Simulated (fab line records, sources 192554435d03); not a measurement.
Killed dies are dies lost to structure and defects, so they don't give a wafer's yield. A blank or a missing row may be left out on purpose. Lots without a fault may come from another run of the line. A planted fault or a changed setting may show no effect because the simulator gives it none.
fab line records | flow n5_finfet
record lots=5 wafers=15 last_day=16
route steps=1938 shown BEOL_M12@1645 BEOL_M13@1659
lots that met no fault: from a run of the same line without faults
start_h: hours from the record's first day to the start of the lot's first wafer shown | wait_h: hours since the lot's step before | " the same as in the row above | L1.1+2: a row that stands for several wafers | - no value, or no start given | * or withheld: withheld | < > ~ a bound
route shown NAME@n: a module of which the file shows steps, and the number in the route of the first | usual: mean/standard deviation of fault-free wafers | same: alike in all rows | chamber/n: place in a boat | sites: the reading at each site | _std_site: their standard deviation | _edge_site: outer sites' mean less inner sites' | radius_mm: how far each site lies from the wafer's centre | mask NAME#n: copy n | behind: the tool/chamber that last shaped the wafer | hold: why the lot was held/for how many hours/how that ended | device: the transistor (n, p or np) that didn't switch | end of line: the same wafers' tests at the end of the route | a step without rows: its recipe alone | killed: dies lost to structure and defects at the first sort, not the wafer's yield | map: a wafer's dies, x killed, . not, _ none there
set.NAME: the setting as run; set.NAME@STEP: as run at that earlier step | model.NAME: the simulator's own value behind a step, which no gauge read
lots at some steps of the route; a table a step, a row a wafer
services: from which hour (start_h, from the record's first day; less than 0 if before it) a tool's chamber was out of use, for how many hours, and why
## steps
# step N5_BEOL_M12_SRD_40
# recipe time_s=30 temp_c=23 rinse_liquid=diw dry=n2_spin spin_rpm=1500 dry_time_s=30
# columns lot.wafer tool chamber start_h wait_h
L082.1+3+5 wet_bench-02 1,2,3 280.43 0.0
L084.1+2+6 wet_bench-03 1,7,4 295.90 0.0
L086.3+4+6 wet_bench-01 6,7,1 303.52 0.0
L090.1+2+5 wet_bench-03 0,2,4 341.29 0.0
L092.1+3+5 wet_bench-01 7,4,5 348.49 0.0
# step N5_BEOL_M12_DEGAS_41
# recipe ambient=vacuum temp_c=250 time_s=60
# usual heater_power_w=335/29
# columns lot.wafer tool chamber start_h wait_h heater_power_w
L082.1 pvd_sputter-03 - 280.57 0.1 320
L082.3 " - " " 346
L082.5 " - " " 358
L084.1 pvd_sputter-03 - 296.10 0.2 307
L084.2 " - " " 327
L084.6 " - " " 356
L086.3 pvd_sputter-02 - 303.69 0.1 373
L086.4 " - " " 324
L086.6 " - " " 330
L090.1 pvd_sputter-03 - 341.60 0.3 348
L090.2 " - " " 325
L090.5 " - " " 314
L092.1 pvd_sputter-01 - 348.81 0.3 308
L092.3 " - " " 355
L092.5 " - " " 302
# step N5_BEOL_M12_PRE_CLEAN_42
# recipe gas=H2/He time_s=30 temp_c=250
# usual heater_power_w=334/29
# columns lot.wafer tool chamber start_h wait_h heater_power_w
L082.1 pvd_sputter-03 - 280.61 0.0 318
L082.3 " - " " 355
L082.5 " - " " 351
L084.1 pvd_sputter-03 - 296.14 0.0 317
L084.2 " - " " 321
L084.6 " - " " 357
L086.3 pvd_sputter-02 - 303.73 0.0 373
L086.4 " - " " 333
L086.6 " - " " 330
L090.1 pvd_sputter-03 - 341.64 0.0 359
L090.2 " - " " 319
L090.5 " - " " 322
L092.1 pvd_sputter-01 - 348.85 0.0 311
L092.3 " - " " 354
L092.5 " - " " 306
# step N5_BEOL_M12_SPUTTER_43
# recipe material=TaN target_thk_a=150 temp_c=50 bias_v=168.6 power_w=15000 chamber_pressure_pa=0.12 time_s=24.19
# usual throttle_valve_pct=29.9/0.94
# columns lot.wafer tool chamber start_h wait_h throttle_valve_pct
L082.1 pvd_sputter-03 - 280.65 0.0 28.4
L082.3 " - " " 29.8
L082.5 " - " " 29.6
L084.1 pvd_sputter-03 - 296.18 0.0 30.4
L084.2 " - " " 28.8
L084.6 " - " " 29.7
L086.3 pvd_sputter-02 - 303.77 0.0 29.5
L086.4 " - " " 28.5
L086.6 " - " " 28.6
L090.1 pvd_sputter-03 - 341.68 0.0 29.7
L090.2 " - " " 31.8
L090.5 " - " " 32.0
L092.1 pvd_sputter-01 - 348.89 0.0 31.2
L092.3 " - " " 30.4
L092.5 " - " " 31.2
# step N5_BEOL_M12_SPUTTER_44
# recipe material=Ta target_thk_a=100 temp_c=50 bias_v=80 power_w=15000 chamber_pressure_pa=0.07 time_s=16.13
# usual throttle_valve_pct=29.9/0.93
# columns lot.wafer tool chamber start_h wait_h throttle_valve_pct
L082.1 pvd_sputter-03 - 280.73 0.0 28.5
L082.3 " - " " 29.7
L082.5 " - " " 29.6
L084.1 pvd_sputter-03 - 296.26 0.0 30.6
L084.2 " - " " 28.7
L084.6 " - " " 29.5
L086.3 pvd_sputter-02 - 303.86 0.0 29.2
L086.4 " - " " 28.8
L086.6 " - " " 28.7
L090.1 pvd_sputter-03 - 341.76 0.0 29.9
L090.2 " - " " 31.7
L090.5 " - " " 31.7
L092.1 pvd_sputter-01 - 348.97 0.0 31.3
L092.3 " - " " 30.2
L092.5 " - " " 31.2
# step N5_BEOL_M12_SPUTTER_45
# recipe material=Cu target_thk_a=800 temp_c=-20 bias_v=60 power_w=26000 chamber_pressure_pa=0.13 time_s=13.33
# usual throttle_valve_pct=29.9/0.91
# columns lot.wafer tool chamber start_h wait_h throttle_valve_pct
L082.1 pvd_sputter-03 - 280.81 0.0 28.7
L082.3 " - " " 29.7
L082.5 " - " " 29.7
L084.1 pvd_sputter-03 - 296.34 0.0 30.3
L084.2 " - " " 28.6
L084.6 " - " " 29.9
L086.3 pvd_sputter-02 - 303.95 0.0 29.2
L086.4 " - " " 28.8
L086.6 " - " " 29.0
L090.1 pvd_sputter-03 - 341.84 0.0 29.8
L090.2 " - " " 31.8
L090.5 " - " " 31.4
L092.1 pvd_sputter-01 - 349.05 0.0 31.4
L092.3 " - " " 30.2
L092.5 " - " " 31.3
# step N5_BEOL_M12_ECD_47
# recipe material=Cu target_thk_a=7200
# columns lot.wafer tool chamber start_h wait_h
L082.1+3+5 ecd_cu-01 0,1,0 280.93 0.1
L084.1+2+6 ecd_cu-01 0,1,0 296.46 0.1
L086.3+4+6 ecd_cu-01 1,0,1 304.11 0.1
L090.1+2+5 ecd_cu-02 1,0,1 341.95 0.1
L092.1+3+5 ecd_cu-02 0,0,1 349.16 0.1
# step N5_BEOL_M12_ANNEAL_48
# recipe temp_c=225 time_s=90 ambient=N2
# usual wafer_temp_C_max=226.00/0.19
# columns lot.wafer tool chamber start_h wait_h wafer_temp_C_max
L082.1 rtp_anneal-01 0 281.08 0.1 225.83
L082.3 " 0 " " 226.06
L082.5 " 0 " " 226.05
L084.1 rtp_anneal-01 0 296.62 0.1 225.89
L084.2 " 0 " " 226.15
L084.6 " 0 " " 225.89
L086.3 rtp_anneal-01 0 304.30 0.2 226.08
L086.4 " 0 " " 226.11
L086.6 " 0 " " 225.72
L090.1 rtp_anneal-02 0 342.10 0.1 226.02
L090.2 " 0 " " 225.52
L090.5 " 0 " " 226.00
L092.1 rtp_anneal-02 0 349.55 0.3 225.90
L092.3 " 0 " " 225.93
L092.5 " 0 " " 225.74
# step N5_BEOL_M12_CMP_49
# recipe stop_on=SiOC t_overpolish_s=20.6 down_force_psi=1 platen_rpm=50 clearing_platen_down_force_psi=1.5 clearing_platen_rpm=50 post_cmp_clean=cu_alkaline target_thk_nm=320 clearing_platen_pad_velocity_m_s=0.99484 pad_velocity_m_s=0.99484
# usual barrier_field_endpoint_s=30.0/0.69 motor_current_A=5.9/0.45 overpolish_run_s=20.599/0.0096
# columns lot.wafer tool chamber start_h wait_h barrier_field_endpoint_s motor_current_A overpolish_run_s
L082.1 cmp-02 2 281.37 0.3 29.9 5.5 20.590
L082.3 " 3 " " 30.2 5.1 20.599
L082.5 " 3 " " 29.8 5.5 20.595
L084.2 cmp-02 0 296.96 0.2 29.4 5.3 20.618
L084.1 " 1 " " 29.1 6.2 20.603
L084.6 " 0 " " 29.4 5.2 20.581
L086.4 cmp-04 1 304.52 0.1 30.2 5.9 20.591
L086.3 " 0 " " 30.6 6.1 20.591
L086.6 " 1 " " 30.3 5.7 20.600
L090.1 cmp-02 0 342.49 0.3 29.1 5.2 20.583
L090.2 " 1 " " 28.5 6.1 20.611
L090.5 " 3 " " 28.5 5.3 20.610
L092.1 cmp-02 0 349.85 0.3 29.3 5.1 20.595
L092.3 " 2 " " 29.6 5.8 20.583
L092.5 " 0 " " 29.6 5.1 20.608
# step N5_BEOL_M12_THK_MEAS_50
# recipe thk_meas_gauge=xrf reads=Cu_of_BEOL_M12_ECD_47
# usual M12_THK=323/5.8
# columns lot.wafer tool chamber start_h wait_h M12_THK[nm]
L082.1 film_metro-02 - 281.67 - 320
L082.3 " - " " 326
L082.5 " - " " 328
L084.1 film_metro-01 - 297.21 - 315
L084.2 " - " " 325
L084.6 " - " " 324
L086.3 film_metro-01 - 304.82 - 327
L086.4 " - " " 314
L086.6 " - " " 326
L090.1 film_metro-02 - 342.71 - 321
L090.2 " - " " 329
L090.5 " - " " 321
L092.1 film_metro-02 - 350.14 - 322
L092.3 " - " " 325
L092.5 " - " " 312
# step N5_BEOL_M12_PRE_CLEAN_52
# recipe gas=NH3 time_s=15 temp_c=withheld rf_power_w=300
# columns lot.wafer tool chamber start_h wait_h
L082.1+3+5 pecvd-04 2,1,1 281.70 0.0
L084.1+2+6 pecvd-01 2,1,1 297.25 0.0
L086.3+4+6 pecvd-03 1,0,2 304.86 0.0
L090.1+2+5 pecvd-01 0,1,0 342.74 0.0
L092.1+3+5 pecvd-01 0,1,1 350.18 0.0
# step N5_BEOL_M12_DEP_53
# recipe material=SiCN target_thk_a=300 temp_c=withheld precursor=3MS/NH3 pressure_torr=3 rf_w=675 time_s=10.5
# usual showerhead_plenum_p_Torr=4.146/0.02 throttle_valve_pct=17.7/0.75
# columns lot.wafer tool chamber start_h wait_h showerhead_plenum_p_Torr throttle_valve_pct
L082.1 pecvd-04 2 281.73 0.0 4.158 16.4
L082.3 " 1 " " 4.163 17.6
L082.5 " 1 " " 4.158 17.5
L084.1 pecvd-01 2 297.27 0.0 4.146 16.3
L084.2 " 1 " " 4.151 18.3
L084.6 " 1 " " 4.140 18.2
L086.3 pecvd-03 1 304.88 0.0 4.149 17.5
L086.4 " 0 " " 4.134 18.0
L086.6 " 2 " " 4.146 18.2
L090.1 pecvd-01 0 342.77 0.0 4.110 18.4
L090.2 " 1 " " 4.150 18.2
L090.5 " 0 " " 4.124 18.0
L092.1 pecvd-01 0 350.22 0.0 4.103 18.2
L092.3 " 1 " " 4.155 18.1
L092.5 " 1 " " 4.136 18.3
# step N5_BEOL_M12_RS_MEAS_54
# recipe thk_meas_gauge=four-point-probe reads=Cu_of_BEOL_M12_ECD_47+Ta_of_BEOL_M12_SPUTTER_44+TaN_of_BEOL_M12_SPUTTER_43
# usual M12_RS=0.0601/0.0011
# columns lot.wafer tool chamber start_h wait_h M12_RS[ohm/sq]
L082.1 film_metro-02 - 281.79 0.0 0.0614
L082.3 " - " " 0.0605
L082.5 " - " " 0.0599
L084.1 film_metro-01 - 297.34 0.1 0.0613
L084.2 " - " " 0.0596
L084.6 " - " " 0.0596
L086.3 film_metro-01 - 304.95 0.0 0.0594
L086.4 " - " " 0.0620
L086.6 " - " " 0.0596
L090.1 film_metro-02 - 342.83 0.0 0.0606
L090.2 " - " " 0.0595
L090.5 " - " " 0.0610
L092.1 film_metro-01 - 350.30 0.1 0.0606
L092.3 " - " " 0.0592
L092.5 " - " " 0.0623
# step N5_BEOL_M12_INSPECT_55
# recipe inspect_instrument=darkfield mode=post_dep
# usual raw_defect_count=71/24
# columns lot.wafer tool chamber start_h wait_h raw_defect_count
L082.1 defect_inspect-02 - 281.82 0.0 51
L082.3 " - " " 67
L082.5 " - " " 55
L084.1 defect_inspect-02 - 297.37 0.0 56
L084.2 " - " " 65
L084.6 " - " " 68
L086.3 defect_inspect-01 - 304.97 0.0 88
L086.4 " - " " 72
L086.6 " - " " 102
L090.1 defect_inspect-02 - 342.86 0.0 36
L090.2 " - " " 72
L090.5 " - " " 74
L092.1 defect_inspect-02 - 350.32 0.0 56
L092.3 " - " " 54
L092.5 " - " " 39
# step N5_BEOL_M13_ILD_DEP_00
# recipe material=SiOC target_thk_a=8379.2 temp_c=350 precursor=DEMS/O2 pressure_torr=5 rf_w=500 time_s=166.4
# usual heater_power_w=460/65 showerhead_plenum_p_Torr=5.695/0.018 throttle_valve_pct=11.7/0.56
# columns lot.wafer tool chamber start_h wait_h heater_power_w showerhead_plenum_p_Torr throttle_valve_pct
L082.1 pecvd-02 0 281.85 0.0 524 5.703 11.5
L082.3 " 1 " " 526 5.691 12.7
L082.5 " 1 " " 423 5.711 12.5
L084.1 pecvd-04 0 297.40 0.0 436 5.721 12.0
L084.2 " 2 " " 596 5.684 11.1
L084.6 " 0 " " 349 5.699 12.2
L086.3 pecvd-04 2 305.07 0.1 592 5.688 10.8
L086.4 " 1 " " 412 5.695 11.6
L086.6 " 1 " " 335 5.683 11.5
L090.1 pecvd-01 1 342.89 0.0 436 5.674 12.1
L090.2 " 0 " " 413 5.662 11.9
L090.5 " 1 " " 363 5.690 11.8
L092.1 pecvd-02 0 350.36 0.0 487 5.709 11.6
L092.3 " 1 " " 520 5.714 12.3
L092.5 " 0 " " 524 5.689 11.8
# step N5_BEOL_M13_THK_MEAS_01
# recipe reads=SiOC_of_BEOL_M13_ILD_DEP_00
# usual M13_ILD_THK=839/11
# columns lot.wafer tool chamber start_h wait_h M13_ILD_THK[nm]
L082.1 film_metro-02 - 282.01 0.1 848
L082.3 " - " " 841
L082.5 " - " " 860
L084.1 film_metro-02 - 297.55 0.1 836
L084.2 " - " " 818
L084.6 " - " " 847
L086.3 film_metro-01 - 305.22 0.1 842
L086.4 " - " " 833
L086.6 " - " " 833
L090.1 film_metro-01 - 343.04 0.1 828
L090.2 " - " " 813
L090.5 " - " " 845
L092.1 film_metro-01 - 350.51 0.1 836
L092.3 " - " " 847
L092.5 " - " " 845
# step N5_BEOL_M13_COAT_58
# recipe resist=BARC temp_c=205 time_s=60 spin_rpm=1500 resist_thk_nm=89
# usual exhaust_pa=45.0/0.83
# columns lot.wafer tool chamber start_h wait_h exhaust_pa
L082.1 litho_track-03 0 282.04 0.0 45.0
L082.3 " 0 " " 44.7
L082.5 " 0 " " 44.5
L084.1 litho_track-03 0 297.59 0.0 45.4
L084.2 " 0 " " 44.5
L084.6 " 0 " " 46.0
L086.3 litho_track-04 0 305.25 0.0 43.8
L086.4 " 0 " " 43.2
L086.6 " 0 " " 45.3
L090.1 litho_track-03 0 343.08 0.0 45.6
L090.2 " 0 " " 45.9
L090.5 " 0 " " 46.0
L092.1 litho_track-03 0 350.54 0.0 44.8
L092.3 " 0 " " 45.8
L092.5 " 0 " " 44.3
# step N5_BEOL_M13_COAT_04
# recipe spin_rpm=1625 resist_thk_nm=400
# usual exhaust_pa=45.2/0.84
# columns lot.wafer tool chamber start_h wait_h exhaust_pa
L082.1 litho_track-03 0 - - 44.6
L082.3 " 0 " " 46.2
L082.5 " 0 " " 44.8
L084.1 litho_track-03 0 - - 44.3
L084.2 " 0 " " 45.7
L084.6 " 0 " " 45.6
L086.3 litho_track-04 0 - - 45.7
L086.4 " 0 " " 45.9
L086.6 " 0 " " 45.6
L090.1 litho_track-03 0 - - 45.2
L090.2 " 0 " " 45.0
L090.5 " 0 " " 45.1
L092.1 litho_track-03 0 - - 46.1
L092.3 " 0 " " 45.4
L092.5 " 0 " " 46.0
# step N5_BEOL_M13_EBR_06
# recipe solvent=PGMEA ebr_width_mm=1.5
# usual exhaust_pa=45.2/0.78
# columns lot.wafer tool chamber start_h wait_h exhaust_pa
L082.1 litho_track-03 0 - - 44.8
L082.3 " 0 " " 45.7
L082.5 " 0 " " 46.1
L084.1 litho_track-03 0 - - 44.4
L084.2 " 0 " " 44.8
L084.6 " 0 " " 43.9
L086.3 litho_track-04 0 - - 43.6
L086.4 " 0 " " 43.4
L086.6 " 0 " " 44.7
L090.1 litho_track-03 0 - - 46.3
L090.2 " 0 " " 45.8
L090.5 " 0 " " 45.4
L092.1 litho_track-03 0 - - 44.7
L092.3 " 0 " " 44.2
L092.5 " 0 " " 44.4
# step N5_BEOL_M13_SOFTBAKE_05
# recipe temp_c=130 time_s=60
# usual exhaust_pa=44.9/0.85
# columns lot.wafer tool chamber start_h wait_h exhaust_pa
L082.1 litho_track-03 0 - - 45.5
L082.3 " 0 " " 45.7
L082.5 " 0 " " 45.6
L084.1 litho_track-03 0 - - 46.1
L084.2 " 0 " " 45.2
L084.6 " 0 " " 44.9
L086.3 litho_track-04 0 - - 45.7
L086.4 " 0 " " 44.7
L086.6 " 0 " " 44.4
L090.1 litho_track-03 0 - - 44.6
L090.2 " 0 " " 44.9
L090.5 " 0 " " 45.2
L092.1 litho_track-03 0 - - 46.0
L092.3 " 0 " " 46.0
L092.5 " 0 " " 44.7
# step N5_BEOL_M13_EXPOSE_07
# recipe mask_id=V12 na=0.93 source_shape=conventional sigma_outer=0.6 polarization=unpolarized attpsm_phase_deg=180 dose_mj=24.8
# usual reticle_temp_C=23.01/0.1
# columns lot.wafer tool chamber start_h wait_h mask reticle_temp_C
L082.1 krf_scanner-02 0 282.26 - V12#0 23.13
L082.3 " 0 " " V12#0 22.93
L082.5 " 0 " " V12#0 22.99
L084.1 krf_scanner-01 0 297.81 - V12#0 23.02
L084.2 " 0 " " V12#0 23.22
L084.6 " 0 " " V12#0 23.11
L086.3 krf_scanner-01 0 305.49 - V12#0 23.04
L086.4 " 0 " " V12#0 22.94
L086.6 " 0 " " V12#0 23.06
L090.1 krf_scanner-01 0 343.18 - V12#0 22.96
L090.2 " 0 " " V12#0 23.03
L090.5 " 0 " " V12#0 22.95
L092.1 krf_scanner-02 0 350.77 - V12#0 23.06
L092.3 " 0 " " V12#0 23.04
L092.5 " 0 " " V12#0 22.78
# step N5_BEOL_M13_PEB_08
# recipe peb_temp_c=130 peb_time_s=90
# usual exhaust_pa=45.2/0.96
# columns lot.wafer tool chamber start_h wait_h exhaust_pa
L082.1 litho_track-03 0 282.32 0.1 44.1
L082.3 " 0 " " 44.5
L082.5 " 0 " " 45.4
L084.1 litho_track-01 0 297.87 0.1 44.5
L084.2 " 0 " " 43.4
L084.6 " 0 " " 44.4
L086.3 litho_track-01 0 305.53 0.0 44.8
L086.4 " 0 " " 44.4
L086.6 " 0 " " 46.5
L090.1 litho_track-04 0 343.23 0.1 46.0
L090.2 " 0 " " 45.8
L090.5 " 0 " " 45.5
L092.1 litho_track-04 0 350.82 0.1 46.5
L092.3 " 0 " " 44.3
L092.5 " 0 " " 45.0
# step N5_BEOL_M13_DEVELOP_09
# recipe develop_time_s=45 rinse_liquid=diw dry=air_spin dev_temp_c=21
# usual exhaust_pa=44.8/0.87
# columns lot.wafer tool chamber start_h wait_h exhaust_pa
L082.1 litho_track-03 0 - - 44.7
L082.3 " 0 " " 44.5
L082.5 " 0 " " 44.6
L084.1 litho_track-01 0 - - 44.7
L084.2 " 0 " " 44.9
L084.6 " 0 " " 46.2
L086.3 litho_track-01 0 - - 43.6
L086.4 " 0 " " 45.3
L086.6 " 0 " " 45.1
L090.1 litho_track-04 0 - - 45.8
L090.2 " 0 " " 44.9
L090.5 " 0 " " 45.6
L092.1 litho_track-04 0 - - 46.2
L092.3 " 0 " " 44.8
L092.5 " 0 " " 44.9
# step N5_BEOL_M13_HARDBAKE_14
# recipe temp_c=130 time_s=120
# usual exhaust_pa=45.0/0.94
# columns lot.wafer tool chamber start_h wait_h exhaust_pa
L082.1 litho_track-03 0 - - 44.0
L082.3 " 0 " " 44.6
L082.5 " 0 " " 45.0
L084.1 litho_track-01 0 - - 45.8
L084.2 " 0 " " 45.6
L084.6 " 0 " " 44.7
L086.3 litho_track-01 0 - - 46.9
L086.4 " 0 " " 45.7
L086.6 " 0 " " 46.5
L090.1 litho_track-04 0 - - 46.4
L090.2 " 0 " " 46.6
L090.5 " 0 " " 46.0
L092.1 litho_track-04 0 - - 43.5
L092.3 " 0 " " 43.2
L092.5 " 0 " " 43.7
# step N5_BEOL_M13_CD_MEAS_10
# recipe target_cd_nm=190 landing_energy_ev=500 detector=se_inlens polarity=opening
# usual cd_nm=190.6/1.5
# same landing_energy_ev=500
# columns lot.wafer tool chamber start_h wait_h cd_nm
L082.1 cd_sem-02 0 282.43 - 188.8
L082.3 " 0 " " 188.2
L082.5 " 0 " " 188.6
L084.1 cd_sem-02 0 297.98 - 190.3
L084.2 " 0 " " 190.8
L084.6 " 0 " " 191.3
L086.3 cd_sem-01 0 305.65 - 192.2
L086.4 " 0 " " 192.3
L086.6 " 0 " " 193.2
L090.1 cd_sem-02 0 343.35 - 192.8
L090.2 " 0 " " 193.0
L090.5 " 0 " " 192.1
L092.1 cd_sem-03 0 350.94 - 188.1
L092.3 " 0 " " 188.4
L092.5 " 0 " " 188.6
# step N5_BEOL_M13_OVL_MEAS_11
# recipe points_per_wafer=44
# usual V12_OVL=1/5.7
# same points_per_wafer=44
# columns lot.wafer tool chamber start_h wait_h V12_OVL[nm]
L082.1 overlay-02 0 282.46 0.0 -3
L082.3 " 0 " " 0
L082.5 " 0 " " -4
L084.1 overlay-01 0 298.01 0.0 1
L084.2 " 0 " " -5
L084.6 " 0 " " -1
L086.3 overlay-01 0 305.68 0.0 5
L086.4 " 0 " " -2
L086.6 " 0 " " -5
L090.1 overlay-01 0 343.38 0.0 6
L090.2 " 0 " " 4
L090.5 " 0 " " -3
L092.1 overlay-02 0 350.97 0.0 -2
L092.3 " 0 " " -6
L092.5 " 0 " " 2
# step N5_BEOL_M13_INSPECT_12
# recipe mode=adi inspect_instrument=macro
# usual raw_defect_count=1.9/1.3
# columns lot.wafer tool chamber start_h wait_h raw_defect_count
L082.1 defect_inspect-02 - 282.49 0.0 1
L082.3 " - " " 1
L082.5 " - " " 1
L084.1 defect_inspect-01 - 298.04 0.0 3
L084.2 " - " " 3
L084.6 " - " " 5
L086.3 defect_inspect-01 - 305.70 0.0 3
L086.4 " - " " 2
L086.6 " - " " 0
L090.1 defect_inspect-01 - 343.40 0.0 2
L090.2 " - " " 3
L090.5 " - " " 1
L092.1 defect_inspect-02 - 350.99 0.0 4
L092.3 " - " " 4
L092.5 " - " " 1
# step N5_BEOL_M13_DESCUM_15
# recipe chemistry=O2 time_s=7.9 source_power_w=50 bias_power_w=20 pressure_mtorr=20 rf_frequency_hz=2.712e+07 temp_c=40 o2_flow_sccm=225
# usual drypump_motor_current_A=5.8/0.55 oes_product_au=0.85/0.084 rf_vpp_V=243.6/1.3 showerhead_plenum_p_Torr=2.12/0.07 throttle_valve_pct=20.34/0.23
# columns lot.wafer tool chamber start_h wait_h drypump_motor_current_A oes_product_au rf_hours_counter_h rf_vpp_V showerhead_plenum_p_Torr throttle_valve_pct
L082.1 rie_diel-04 1 282.52 0.0 5.3 0.91 11 243.3 2.13 19.93
L082.3 " 0 " " 5.4 0.91 21 242.8 2.13 20.56
L082.5 " 1 " " 5.4 0.92 - 243.8 2.13 19.93
L084.1 rie_diel-05 1 298.46 0.4 5.6 0.74 171 242.3 2.01 20.37
L084.2 " 0 " " 5.4 0.68 243 243.7 2.14 20.37
L084.6 " 3 " " 6.3 0.76 - 241.0 2.01 20.38
L086.3 rie_diel-02 3 305.73 0.0 6.5 0.74 193 241.7 2.07 20.52
L086.4 " 1 " " 6.2 0.87 35 242.1 2.03 20.29
L086.6 " 0 " " 5.0 0.94 - 246.3 2.21 20.11
L090.1 rie_diel-04 3 343.65 0.2 5.5 0.85 65 246.1 2.24 20.24
L090.2 " 1 " " 5.3 0.88 29 243.6 2.12 19.96
L090.5 " 3 " " 5.4 0.85 - 245.1 2.24 20.24
L092.1 rie_diel-04 2 351.03 0.0 5.7 0.94 17 243.8 2.14 20.07
L092.3 " 1 " " 5.4 0.88 30 244.9 2.12 19.93
L092.5 " 2 " " 5.7 0.95 - 243.2 2.14 20.07
# step N5_BEOL_M13_ETCH_59
# recipe chemistry=N2/H2 target=BARC target_depth_a=890 overetch_a=267 time_s=67.9 ion_energy_ev=200 pressure_mtorr=30 source_w=840 bias_w=150 n2_flow_sccm=200 h2_flow_sccm=200
# usual bias_w=150.0/0.41 drypump_motor_current_A=5.8/0.56 n2_flow_sccm=200.0/0.59 oes_product_au=0.72/0.067 rf_vpp_V=524.9/2.3 showerhead_plenum_p_Torr=2.57/0.077 throttle_valve_pct=17.80/0.27
# columns lot.wafer tool chamber start_h wait_h bias_w drypump_motor_current_A n2_flow_sccm oes_product_au rf_hours_counter_h rf_vpp_V showerhead_plenum_p_Torr throttle_valve_pct
L082.1 rie_diel-04 1 282.56 0.0 149.9 5.4 200.5 0.79 11 525.8 2.61 17.62
L082.3 " 0 " " 150.6 5.4 200.3 0.78 21 526.1 2.59 18.03
L082.5 " 1 " " 148.8 5.3 200.6 0.79 - 526.6 2.61 17.63
L084.1 rie_diel-05 1 298.49 0.0 150.4 5.6 200.9 0.64 171 521.4 2.43 17.82
L084.2 " 0 " " 150.4 5.5 199.1 0.59 243 524.5 2.61 18.06
L084.6 " 3 " " 150.0 6.4 200.4 0.67 - 521.1 2.44 17.93
L086.3 rie_diel-02 3 305.77 0.0 150.3 6.5 199.5 0.63 193 524.3 2.53 18.01
L086.4 " 1 " " 149.8 6.2 200.6 0.73 35 522.3 2.49 17.95
L086.6 " 0 " " 150.1 5.1 200.5 0.78 - 528.7 2.69 17.58
L090.1 rie_diel-04 3 343.68 0.0 151.0 5.5 200.6 0.72 65 525.9 2.67 17.36
L090.2 " 1 " " 150.0 5.4 200.3 0.75 29 524.4 2.60 17.66
L090.5 " 3 " " 150.1 5.5 200.1 0.72 - 528.7 2.67 17.34
L092.1 rie_diel-04 2 351.06 0.0 149.2 5.7 199.5 0.80 17 524.8 2.59 17.41
L092.3 " 1 " " 149.9 5.3 200.0 0.75 30 525.8 2.60 17.66
L092.5 " 2 " " 150.0 5.7 198.9 0.79 - 525.6 2.59 17.40
# step N5_BEOL_M13_VIA_ETCH_16
# recipe chemistry=C4F8/O2/Ar target=SiOC pressure_mtorr=30 source_w=3000 bias_w=700 Ar_flow_sccm=400 C4F8_flow_sccm=15 O2_flow_sccm=8 he_inner_torr=15 he_outer_torr=30 target_depth_a=9217 time_s=withheld ion_energy_ev=250 ends=cleared
# usual bias_w=700.0/1.7 drypump_motor_current_A=5.8/0.56 oes_product_au=0.76/0.076 rf_vpp_V=667/3 showerhead_plenum_p_Torr=3.46/0.095 throttle_valve_pct=24.14/0.26
# columns lot.wafer tool chamber start_h wait_h bias_w drypump_motor_current_A oes_product_au rf_vpp_V showerhead_plenum_p_Torr throttle_valve_pct
L082.1 rie_diel-04 1 282.61 0.0 700.5 5.3 0.84 666 3.50 23.88
L082.3 " 0 " " 703.0 5.4 0.83 667 3.47 24.37
L082.5 " 1 " " 700.4 5.3 0.84 668 3.50 23.88
L084.1 rie_diel-05 1 298.55 0.0 701.6 5.6 0.66 660 3.28 24.09
L084.2 " 0 " " 699.8 5.5 0.61 667 3.49 24.11
L084.6 " 3 " " 697.8 6.3 0.69 662 3.27 24.06
L086.3 rie_diel-02 3 305.82 0.0 702.7 6.5 0.66 664 3.40 24.36
L086.4 " 1 " " 702.4 6.2 0.78 662 3.37 24.30
L086.6 " 0 " " 699.6 5.0 0.84 670 3.58 23.80
L090.1 rie_diel-04 3 343.73 0.0 696.5 5.5 0.77 672 3.60 23.82
L090.2 " 1 " " 699.1 5.3 0.80 668 3.49 23.90
L090.5 " 3 " " 698.0 5.4 0.77 670 3.60 23.84
L092.1 rie_diel-04 2 351.11 0.0 700.2 5.7 0.84 667 3.51 23.93
L092.3 " 1 " " 702.8 5.3 0.79 667 3.49 23.90
L092.5 " 2 " " 703.0 5.7 0.84 668 3.51 23.94
# step N5_BEOL_M13_STRIP_63
# recipe chemistry=N2/H2 power_w=1000 temp_c=250 h2_frac=0.65 overash_fraction=0.3 pressure_mtorr=1000 n2_flow_sccm=1750 h2_flow_sccm=3250
# usual drypump_motor_current_A=5.7/0.4 heater_power_w=329/25 n2_flow_sccm=1750/5 oes_product_au=0.673/0.0049 strip_time_to_endpoint_s=27.6/1.1
# columns lot.wafer tool chamber start_h wait_h drypump_motor_current_A heater_power_w n2_flow_sccm oes_product_au rf_hours_counter_h strip_time_to_endpoint_s
L082.1 plasma_asher-01 0 282.84 - 6.2 299 1745 0.672 75 27.0
L082.3 " 1 " " 6.1 344 1754 0.680 - 27.8
L082.5 " 0 " " 6.2 302 1747 0.670 - 25.5
L084.1 plasma_asher-01 1 298.79 - 6.1 336 1753 0.679 79 28.0
L084.2 " 0 " " 6.2 300 1749 0.680 79 29.8
L084.6 " 0 " " 6.2 302 1755 0.670 - 28.3
L086.3 plasma_asher-02 1 306.08 - 5.5 364 1751 0.676 - 28.0
L086.4 " 0 " " 5.3 309 1747 0.677 - 29.1
L086.6 " 0 " " 5.3 307 1752 0.678 - 27.2
L090.1 plasma_asher-02 1 343.97 - 5.4 358 1751 0.676 147 28.5
L090.2 " 0 " " 5.3 318 1755 0.672 147 29.4
L090.5 " 0 " " 5.3 307 1752 0.672 - 27.0
L092.1 plasma_asher-02 1 351.35 - 5.4 353 1750 0.667 148 27.2
L092.3 " 0 " " 5.3 305 1741 0.677 - 27.0
L092.5 " 1 " " 5.4 355 1748 0.672 - 26.4
## services
# columns tool chamber start_h hours kind
krf_scanner-02 - 257.50 1.3 repair
krf_scanner-01 - 259.77 4.0 pm
krf_scanner-02 - 264.73 1.3 pm
rie_diel-04 2 265.06 - clean
rie_diel-04 2 265.06 - consumable_replace:focus_ring
rie_diel-04 2 265.06 27.9 scheduled_down
rie_diel-04 2 265.06 27.9 vent_cycle
pecvd-04 1 265.09 6.4 repair
pecvd-04 0 266.24 2.1 scheduled_down
krf_scanner-02 - 267.65 1.0 pm
litho_track-04 - 273.41 - consumable_replace:filter
krf_scanner-01 - 281.39 1.2 repair
wet_bench-02 - 283.42 2.5 repair
pecvd-01 1 298.30 2.1 scheduled_down
pecvd-04 0 302.31 12.1 repair
krf_scanner-01 - 307.99 1.3 pm
pvd_sputter-01 - 310.44 9.1 repair
cmp-04 - 318.51 3.0 repair
rie_diel-02 0 324.30 6.3 repair
rie_diel-05 0 324.47 - clean
pvd_sputter-03 - 336.33 4.2 repair
krf_scanner-02 - 347.03 0.8 pm
pecvd-01 2 347.36 12.4 repair
cmp-02 - 350.29 3.3 repair
## key
fault none
